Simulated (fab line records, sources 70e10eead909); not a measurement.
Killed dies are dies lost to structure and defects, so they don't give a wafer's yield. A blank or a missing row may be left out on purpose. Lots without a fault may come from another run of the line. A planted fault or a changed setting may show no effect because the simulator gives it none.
Which tool did it? | flow nand_harc | 12 lots, 36 wafers sampled, at 1 step of a route of 1302

WHAT THE GAUGES READ, wafer by wafer
NHARC_A_CHANNEL_HOLE_D1_OVL_MEAS_11.
lot  | measured     | on         | overlay_x_nm (nm)
L075 | day 8 12:26  | overlay-01 | -0.1 0.4 0.1
L077 | day 9 13:19  | overlay-01 | 0.0 0.1 -0.2
L079 | day 10 06:29 | overlay-02 | -1.1 -0.8 -1.6
L080 | day 11 06:52 | overlay-02 | -1.9 -1.7 -2.0
L083 | day 12 11:07 | overlay-01 | 0.1 -0.6 -0.5
L085 | day 12 22:10 | overlay-02 | -1.3 -1.4 -1.1
L087 | day 13 19:37 | overlay-02 | 0.8 1.1 0.8
L088 | day 14 14:07 | overlay-01 | 0.5 0.6 1.2
L091 | day 15 12:09 | overlay-01 | -0.2 -0.4 0.4
L093 | day 16 08:26 | overlay-01 | -0.4 0.1 0.1
L095 | day 17 05:16 | overlay-01 | 0.1 0.7 0.4
L097 | day 18 09:13 | overlay-01 | -0.2 0.9 -0.5

WHICH TOOL RAN EACH LOT (tool, then ch and the chambers of the sampled wafers, then the start)
The record holds no process step before these readings.

THE ANSWER, worked out from the rows above alone
Rule: what is usual is taken from the lots themselves. Put in order of their means at a reading, lots are off if they are a third of the lots or fewer, leave a main group of 4 or more, and stand apart from it by a gap of 3 or more times the standard deviation of the main group's means; of several such gaps the widest counts. A main group whose means are all the same, to the digits that the tables above print for the reading, isn't used. A lot without any number at a reading at which 4 lots or more have one is off too. The other lots that the step has rows for count as sound.
No lot is off at any reading shown: from this, nothing can be told.

WHAT THE SIMULATOR HAD PUT IN
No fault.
